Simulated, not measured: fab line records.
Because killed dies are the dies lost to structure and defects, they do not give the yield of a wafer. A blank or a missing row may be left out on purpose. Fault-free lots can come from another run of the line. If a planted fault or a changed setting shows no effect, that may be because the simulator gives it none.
Matching of chambers + flow n5 finfet + rie diel-02 running N5_BEOL_M11_STRIP_67: 4 sister chambers
The step strips in CF4. 16 wafers are shown with their chamber, then 8 later ones without.

== EACH WAFER AND ITS CHAMBER ==
| wafer  | chamber | showerhead plenum p Torr (Torr) | throttle valve pct (%) | drypump motor current A (A) |
|--------|---------|---------------------------------|------------------------|-----------------------------|
| L074.1 | 0       | 1.78                            | 14.00                  | 5.9                         |
| L074.3 | 1       | 1.74                            | 13.28                  | 5.9                         |
| L074.5 | 1       | 1.74                            | 13.29                  | 5.9                         |
| L075.3 | 0       | 1.78                            | 13.97                  | 6.0                         |
| L075.4 | 0       | 1.78                            | 14.00                  | 6.0                         |
| L075.6 | 2       | 1.79                            | 13.67                  | 5.7                         |
| L076.1 | 0       | 1.78                            | 14.01                  | 6.0                         |
| L076.3 | 2       | 1.79                            | 13.69                  | 5.8                         |
| L076.6 | 2       | 1.79                            | 13.69                  | 5.8                         |
| L079.3 | 1       | 1.74                            | 13.30                  | 5.9                         |
| L079.4 | 3       | 1.73                            | 14.06                  | 5.1                         |
| L079.6 | 1       | 1.74                            | 13.30                  | 5.9                         |
| L080.1 | 1       | 1.74                            | 13.33                  | 5.9                         |
| L080.2 | 0       | 1.77                            | 14.01                  | 6.0                         |
| L080.6 | 1       | 1.74                            | 13.31                  | 5.9                         |
| L088.2 | 3       | 1.73                            | 14.11                  | 5.1                         |

SIGNATURES (means of the wafers above)
| reading                  | chamber 0 | chamber 1 | chamber 2 | chamber 3 | scatter within a chamber |
|--------------------------|-----------|-----------|-----------|-----------|--------------------------|
| showerhead plenum p Torr | 1.7780    | 1.7400    | 1.7900    | 1.7300    | 0.00258                  |
| throttle valve pct       | 13.9980   | 13.3017   | 13.6833   | 14.0850   | 0.0184                   |
| drypump motor current A  | 5.980     | 5.900     | 5.767     | 5.100     | 0.035                    |
Rule: a wafer lies at a distance from a chamber equal to the root of the sum of squares, over the readings, of (its reading less the chamber's mean, divided by the reading's scatter). The wafer belongs to the nearest chamber; if the next one is less than 2 further off, it can't be placed. The scatter is the square root of a quotient: the sum, over the shown wafers, of each reading's squared deviation from its chamber's mean, divided by wafers minus chambers.

== WAFERS WHOSE CHAMBER IS MISSING ==
| wafer  | showerhead plenum p Torr (Torr) | throttle valve pct (%) | drypump motor current A (A) |
|--------|---------------------------------|------------------------|-----------------------------|
| L088.3 | 1.73                            | 13.34                  | 5.9                         |
| L088.5 | 1.77                            | 14.04                  | 6.0                         |
| L090.1 | 1.77                            | 14.04                  | 6.0                         |
| L090.5 | 1.73                            | 13.36                  | 5.9                         |
| L090.6 | 1.77                            | 14.04                  | 6.0                         |
| L097.1 | 1.72                            | 14.14                  | 5.0                         |
| L097.4 | 1.73                            | 13.40                  | 5.9                         |
| L097.5 | 1.73                            | 13.38                  | 5.9                         |

== WHICH CHAMBER EACH ONE RAN IN ==
| wafer  | from the rows above | in truth |
|--------|---------------------|----------|
| L088.3 | 1                   | 1        |
| L088.5 | 0                   | 0        |
| L090.1 | 0                   | 0        |
| L090.5 | 1                   | 1        |
| L090.6 | 0                   | 0        |
| L097.1 | 3                   | 3        |
| L097.4 | 1                   | 1        |
| L097.5 | 1                   | 1        |
Correct placement for 8 of the 8. Can't be placed from these rows: 0. 0 placed wrongly.
